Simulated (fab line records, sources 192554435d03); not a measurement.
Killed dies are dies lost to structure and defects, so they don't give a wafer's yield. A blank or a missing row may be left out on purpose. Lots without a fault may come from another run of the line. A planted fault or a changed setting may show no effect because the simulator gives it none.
Which tool did it? | flow n5_finfet | 24 lots, 72 wafers sampled, at 6 steps of a route of 1938

WHAT THE GAUGES READ, wafer by wafer
N5_BEOL_M3_RS_MEAS_58: measures by four-point-probe.
lot  | measured     | on            | M3_RS (ohm/sq)
L074 | day 7 18:10  | film_metro-01 | 0.68 0.66 0.64
L075 | day 7 20:11  | film_metro-01 | 0.60 0.64 0.60
L076 | day 8 01:03  | film_metro-01 | 0.67 0.68 0.63
L077 | day 8 11:26  | film_metro-01 | 0.65 0.70 0.63
L078 | day 8 14:51  | film_metro-02 | 0.65 0.68 0.65
L079 | day 8 23:33  | film_metro-02 | 0.72 0.68 0.70
L080 | day 9 00:43  | film_metro-02 | 0.67 0.66 0.62
L081 | day 9 06:10  | film_metro-01 | 0.67 0.72 0.63
L083 | day 9 16:47  | film_metro-01 | 0.74 0.64 0.72
L082 | day 10 02:50 | film_metro-02 | 0.71 0.69 0.69
L084 | day 10 06:57 | film_metro-02 | 0.78 0.74 0.67
L085 | day 10 13:31 | film_metro-01 | 0.70 0.68 0.65
L086 | day 10 18:43 | film_metro-02 | 0.71 0.67 0.68
L087 | day 11 02:40 | film_metro-01 | 0.69 0.68 0.68
L088 | day 11 05:26 | film_metro-02 | 0.69 0.64 0.70
L089 | day 11 06:11 | film_metro-02 | 0.67 0.66 0.69
L090 | day 11 12:17 | film_metro-01 | 0.65 0.65 0.69
L091 | day 11 13:50 | film_metro-01 | 0.69 0.74 0.62
L092 | day 12 09:49 | film_metro-01 | 0.71 0.66 0.65
L093 | day 12 14:37 | film_metro-01 | 0.67 0.62 0.64
L094 | day 12 19:38 | film_metro-01 | 0.72 0.66 0.69
L095 | day 13 02:47 | film_metro-02 | 0.71 0.71 0.65
L096 | day 13 09:49 | film_metro-02 | 0.69 0.71 0.69
L097 | day 13 19:31 | film_metro-02 | 0.73 0.67 0.63

N5_BEOL_M4_CD_MEAS_18: pitch 36 nm, target cd 18 nm.
lot  | measured     | on        | cd_nm (nm)
L074 | day 7 20:59  | cd_sem-02 | 18.1 17.8 18.0
L075 | day 7 21:48  | cd_sem-03 | 18.3 18.1 18.0
L076 | day 8 04:09  | cd_sem-02 | 17.2 18.0 17.6
L077 | day 8 13:41  | cd_sem-01 | 18.0 18.1 17.7
L078 | day 8 16:35  | cd_sem-01 | 17.6 17.7 17.4
L079 | day 9 02:23  | cd_sem-03 | 18.1 18.1 18.3
L080 | day 9 02:39  | cd_sem-03 | 18.0 18.7 18.2
L081 | day 9 09:34  | cd_sem-01 | 17.9 17.9 18.2
L083 | day 9 18:13  | cd_sem-01 | 17.8 17.2 17.2
L082 | day 10 04:13 | cd_sem-01 | 18.1 18.1 18.0
L084 | day 10 09:26 | cd_sem-02 | 18.2 18.3 18.2
L085 | day 10 16:03 | cd_sem-03 | 17.7 17.4 17.3
L086 | day 10 20:21 | cd_sem-01 | 18.0 17.7 17.7
L087 | day 11 04:48 | cd_sem-03 | 17.6 18.3 17.8
L088 | day 11 08:58 | cd_sem-02 | 17.9 18.2 18.7
L089 | day 11 09:07 | cd_sem-03 | 17.6 17.9 17.9
L090 | day 11 14:42 | cd_sem-01 | 18.3 18.3 18.3
L091 | day 11 19:53 | cd_sem-02 | 17.5 18.4 18.4
L092 | day 12 11:42 | cd_sem-01 | 18.1 17.3 17.7
L093 | day 12 16:14 | cd_sem-01 | 17.9 18.0 18.2
L094 | day 12 21:18 | cd_sem-02 | 17.8 18.0 18.7
L095 | day 13 05:37 | cd_sem-01 | 18.3 18.9 17.9
L096 | day 13 11:31 | cd_sem-02 | 18.4 18.1 18.5
L097 | day 13 22:43 | cd_sem-03 | 17.8 17.4 18.2

WHICH TOOL RAN EACH LOT (tool, then ch and the chambers of the sampled wafers, then the start)
lot  | N5_BEOL_M3_SPUTTER_88        | N5_BEOL_M3_SPUTTER_92        | N5_BEOL_M4_HM_DEP_02         | N5_BEOL_M4_STRIP_66
L074 | pvd_sputter-01, day 7 16:13  | pvd_sputter-01, day 7 16:40  | pvd_sputter-03, day 7 19:46  | rie_diel-03 ch 1,2,3, day 7 20:44
L075 | pvd_sputter-03, day 7 18:16  | pvd_sputter-03, day 7 18:42  | pvd_sputter-03, day 7 20:43  | rie_diel-05 ch 0,2, day 7 21:35
L076 | pvd_sputter-01, day 7 22:54  | pvd_sputter-01, day 7 23:20  | pvd_sputter-01, day 8 02:51  | rie_diel-05 ch 1,3, day 8 03:55
L077 | pvd_sputter-03, day 8 07:35  | pvd_sputter-03, day 8 08:01  | pvd_sputter-01, day 8 12:28  | rie_diel-03 ch 1,2,3, day 8 13:19
L078 | pvd_sputter-02, day 8 12:55  | pvd_sputter-02, day 8 13:22  | pvd_sputter-02, day 8 15:34  | rie_diel-02 ch 0,1,2, day 8 16:21
L079 | pvd_sputter-03, day 8 20:52  | pvd_sputter-03, day 8 21:18  | pvd_sputter-02, day 9 01:14  | rie_diel-05 ch 2,3, day 9 02:10
L080 | pvd_sputter-02, day 8 20:55  | pvd_sputter-02, day 8 21:22  | pvd_sputter-02, day 9 01:42  | rie_diel-02 ch 0,3, day 9 02:26
L081 | pvd_sputter-02, day 9 03:17  | pvd_sputter-02, day 9 03:43  | pvd_sputter-02, day 9 08:01  | rie_diel-02 ch 1,3, day 9 09:17
L083 | pvd_sputter-02, day 9 14:01  | pvd_sputter-02, day 9 14:28  | pvd_sputter-02, day 9 17:08  | rie_diel-03 ch 0,1,3, day 9 17:59
L082 | pvd_sputter-02, day 9 22:44  | pvd_sputter-02, day 9 23:11  | pvd_sputter-03, day 10 03:05 | rie_diel-05 ch 1,3, day 10 03:57
L084 | pvd_sputter-02, day 10 01:37 | pvd_sputter-02, day 10 02:04 | pvd_sputter-02, day 10 08:19 | rie_diel-02 ch 0,1,2, day 10 09:13
L085 | pvd_sputter-03, day 10 08:46 | pvd_sputter-03, day 10 09:13 | pvd_sputter-01, day 10 15:01 | rie_diel-02 ch 2,3, day 10 15:44
L086 | pvd_sputter-01, day 10 13:50 | pvd_sputter-01, day 10 14:16 | pvd_sputter-01, day 10 19:14 | rie_diel-05 ch 0,3, day 10 20:05
L087 | pvd_sputter-02, day 10 21:48 | pvd_sputter-02, day 10 22:14 | pvd_sputter-02, day 11 03:43 | rie_diel-03 ch 0,1, day 11 04:35
L088 | pvd_sputter-03, day 11 03:26 | pvd_sputter-03, day 11 03:53 | pvd_sputter-03, day 11 07:19 | rie_diel-02 ch 1,2, day 11 08:40
L089 | pvd_sputter-01, day 11 04:15 | pvd_sputter-01, day 11 04:41 | pvd_sputter-03, day 11 07:49 | rie_diel-02 ch 1,2,3, day 11 08:53
L090 | pvd_sputter-03, day 11 10:22 | pvd_sputter-03, day 11 10:48 | pvd_sputter-01, day 11 13:25 | rie_diel-02 ch 0,1,2, day 11 14:28
L091 | pvd_sputter-01, day 11 11:52 | pvd_sputter-01, day 11 12:19 | pvd_sputter-01, day 11 18:37 | rie_diel-02 ch 0,3, day 11 19:40
L092 | pvd_sputter-01, day 12 07:53 | pvd_sputter-01, day 12 08:19 | pvd_sputter-01, day 12 10:34 | rie_diel-02 ch 2,3, day 12 11:25
L093 | pvd_sputter-02, day 12 12:41 | pvd_sputter-02, day 12 13:07 | pvd_sputter-03, day 12 15:08 | rie_diel-05 ch 0,2,3, day 12 16:01
L094 | pvd_sputter-01, day 12 17:43 | pvd_sputter-01, day 12 18:09 | pvd_sputter-03, day 12 20:13 | rie_diel-03 ch 0,1, day 12 21:04
L095 | pvd_sputter-02, day 13 00:46 | pvd_sputter-02, day 13 01:13 | pvd_sputter-01, day 13 03:41 | rie_diel-02 ch 0,1,3, day 13 05:24
L096 | pvd_sputter-01, day 13 07:49 | pvd_sputter-01, day 13 08:15 | pvd_sputter-02, day 13 10:26 | rie_diel-02 ch 1,2, day 13 11:17
L097 | pvd_sputter-03, day 13 17:34 | pvd_sputter-03, day 13 18:01 | pvd_sputter-01, day 13 21:34 | rie_diel-02 ch 0,2,3, day 13 22:27
- N5_BEOL_M3_SPUTTER_88: material Cu, target thk 4.5 nm, time 8.29 s.
- N5_BEOL_M3_SPUTTER_92: material Cu, target thk 4.5 nm, time 8.29 s.
- N5_BEOL_M4_HM_DEP_02: deposits TiN, target thk 20 nm.
- N5_BEOL_M4_STRIP_66: strips in CF4.

WHAT THE TOOLS THEMSELVES READ (means of the sampled wafers that have a number; where no wafer has one, the mark that the record gives instead)
N5_BEOL_M3_SPUTTER_88.
lot  | tool           | throttle_valve_pct (%)
L074 | pvd_sputter-01 | 29.7
L075 | pvd_sputter-03 | 30.9
L076 | pvd_sputter-01 | 30.1
L077 | pvd_sputter-03 | 30.1
L078 | pvd_sputter-02 | 28.8
L079 | pvd_sputter-03 | 28.7
L080 | pvd_sputter-02 | 30.1
L081 | pvd_sputter-02 | 28.8
L083 | pvd_sputter-02 | 30.2
L082 | pvd_sputter-02 | 29.3
L084 | pvd_sputter-02 | 29.8
L085 | pvd_sputter-03 | 30.3
L086 | pvd_sputter-01 | 29.5
L087 | pvd_sputter-02 | 30.1
L088 | pvd_sputter-03 | 29.5
L089 | pvd_sputter-01 | 29.6
L090 | pvd_sputter-03 | 29.3
L091 | pvd_sputter-01 | 30.8
L092 | pvd_sputter-01 | 29.5
L093 | pvd_sputter-02 | 29.7
L094 | pvd_sputter-01 | 30.3
L095 | pvd_sputter-02 | 30.6
L096 | pvd_sputter-01 | 30.5
L097 | pvd_sputter-03 | 30.9

N5_BEOL_M3_SPUTTER_92.
lot  | tool           | throttle_valve_pct (%)
L074 | pvd_sputter-01 | 29.9
L075 | pvd_sputter-03 | 30.8
L076 | pvd_sputter-01 | 30.1
L077 | pvd_sputter-03 | 30.3
L078 | pvd_sputter-02 | 28.8
L079 | pvd_sputter-03 | 28.7
L080 | pvd_sputter-02 | 30.0
L081 | pvd_sputter-02 | 29.0
L083 | pvd_sputter-02 | 30.1
L082 | pvd_sputter-02 | 29.1
L084 | pvd_sputter-02 | 29.8
L085 | pvd_sputter-03 | 30.2
L086 | pvd_sputter-01 | 29.7
L087 | pvd_sputter-02 | 30.2
L088 | pvd_sputter-03 | 29.4
L089 | pvd_sputter-01 | 29.5
L090 | pvd_sputter-03 | 29.3
L091 | pvd_sputter-01 | 30.9
L092 | pvd_sputter-01 | 29.4
L093 | pvd_sputter-02 | 29.7
L094 | pvd_sputter-01 | 30.3
L095 | pvd_sputter-02 | 30.8
L096 | pvd_sputter-01 | 30.8
L097 | pvd_sputter-03 | 30.9

N5_BEOL_M4_HM_DEP_02.
lot  | tool           | throttle_valve_pct (%)
L074 | pvd_sputter-03 | 29.1
L075 | pvd_sputter-03 | 29.4
L076 | pvd_sputter-01 | 28.6
L077 | pvd_sputter-01 | 30.1
L078 | pvd_sputter-02 | 31.0
L079 | pvd_sputter-02 | 30.5
L080 | pvd_sputter-02 | 30.2
L081 | pvd_sputter-02 | 30.7
L083 | pvd_sputter-02 | 29.4
L082 | pvd_sputter-03 | 29.6
L084 | pvd_sputter-02 | 30.8
L085 | pvd_sputter-01 | 31.1
L086 | pvd_sputter-01 | 29.9
L087 | pvd_sputter-02 | 30.3
L088 | pvd_sputter-03 | 30.2
L089 | pvd_sputter-03 | 29.1
L090 | pvd_sputter-01 | 30.2
L091 | pvd_sputter-01 | 29.8
L092 | pvd_sputter-01 | 29.8
L093 | pvd_sputter-03 | 29.8
L094 | pvd_sputter-03 | 30.3
L095 | pvd_sputter-01 | 29.9
L096 | pvd_sputter-02 | 31.2
L097 | pvd_sputter-01 | 30.6

N5_BEOL_M4_STRIP_66.
lot  | tool        | drypump_motor_current_A (A) | oes_product_au (a.u.) | rf_vpp_V (V) | showerhead_plenum_p_Torr (Torr) | throttle_valve_pct (%)
L074 | rie_diel-03 | 5.9                         | 0.72                  | 272.2        | 1.78                            | 13.57
L075 | rie_diel-05 | 5.7                         | 0.77                  | 272.3        | 1.82                            | 13.42
L076 | rie_diel-05 | 5.6                         | 0.69                  | 272.9        | 1.83                            | 13.85
L077 | rie_diel-03 | 5.9                         | 0.71                  | 270.4        | 1.78                            | 13.57
L078 | rie_diel-02 | 5.8                         | 0.72                  | 271.5        | 1.75                            | 13.68
L079 | rie_diel-05 | 6.1                         | 0.76                  | 272.3        | 1.81                            | 13.63
L080 | rie_diel-02 | 6.2                         | 0.77                  | 269.5        | 1.67                            | 13.61
L081 | rie_diel-02 | 5.6                         | 0.75                  | 270.9        | 1.81                            | 13.49
L083 | rie_diel-03 | 6.1                         | 0.71                  | 271.1        | 1.78                            | 13.65
L082 | rie_diel-05 | 6.0                         | 0.69                  | 273.0        | 1.83                            | 13.87
L084 | rie_diel-02 | 5.8                         | 0.79                  | 270.7        | 1.75                            | 13.51
L085 | rie_diel-02 | 5.9                         | 0.85                  | 270.2        | 1.75                            | 13.52
L086 | rie_diel-05 | 6.0                         | 0.69                  | 272.1        | 1.84                            | 13.70
L087 | rie_diel-03 | 6.3                         | 0.84                  | 271.4        | 1.78                            | 13.49
L088 | rie_diel-02 | 5.5                         | 0.77                  | 272.4        | 1.82                            | 13.48
L089 | rie_diel-02 | 5.7                         | 0.81                  | 271.1        | 1.78                            | 13.50
L090 | rie_diel-02 | 5.9                         | 0.77                  | 270.6        | 1.75                            | 13.54
L091 | rie_diel-02 | 6.2                         | 0.75                  | 268.5        | 1.66                            | 13.66
L092 | rie_diel-02 | 5.8                         | 0.85                  | 270.0        | 1.76                            | 13.49
L093 | rie_diel-05 | 5.9                         | 0.85                  | 271.3        | 1.80                            | 13.42
L094 | rie_diel-03 | 6.4                         | 0.80                  | 271.3        | 1.78                            | 13.54
L095 | rie_diel-02 | 5.9                         | 0.74                  | 270.0        | 1.73                            | 13.63
L096 | rie_diel-02 | 5.7                         | 0.81                  | 271.1        | 1.79                            | 13.50
L097 | rie_diel-02 | 6.1                         | 0.78                  | 269.9        | 1.71                            | 13.62

THE ANSWER, worked out from the rows above alone
Rule: what is usual is taken from the lots themselves. Put in order of their means at a reading, lots are off if they are a third of the lots or fewer, leave a main group of 4 or more, and stand apart from it by a gap of 3 or more times the standard deviation of the main group's means; of several such gaps the widest counts. A main group whose means are all the same, to the digits that the tables above print for the reading, isn't used. A lot without any number at a reading at which 4 lots or more have one is off too. The other lots that the step has rows for count as sound. The gauges are gone through in route order, then the tools' own readings, and for those a lot's mean is taken as printed above. The first step at which some lot is off is used, and at that step the reading that is off furthest; a lot without a number counts as furthest.
No lot is off at any reading shown: from this, nothing can be told.

WHAT THE SIMULATOR HAD PUT IN
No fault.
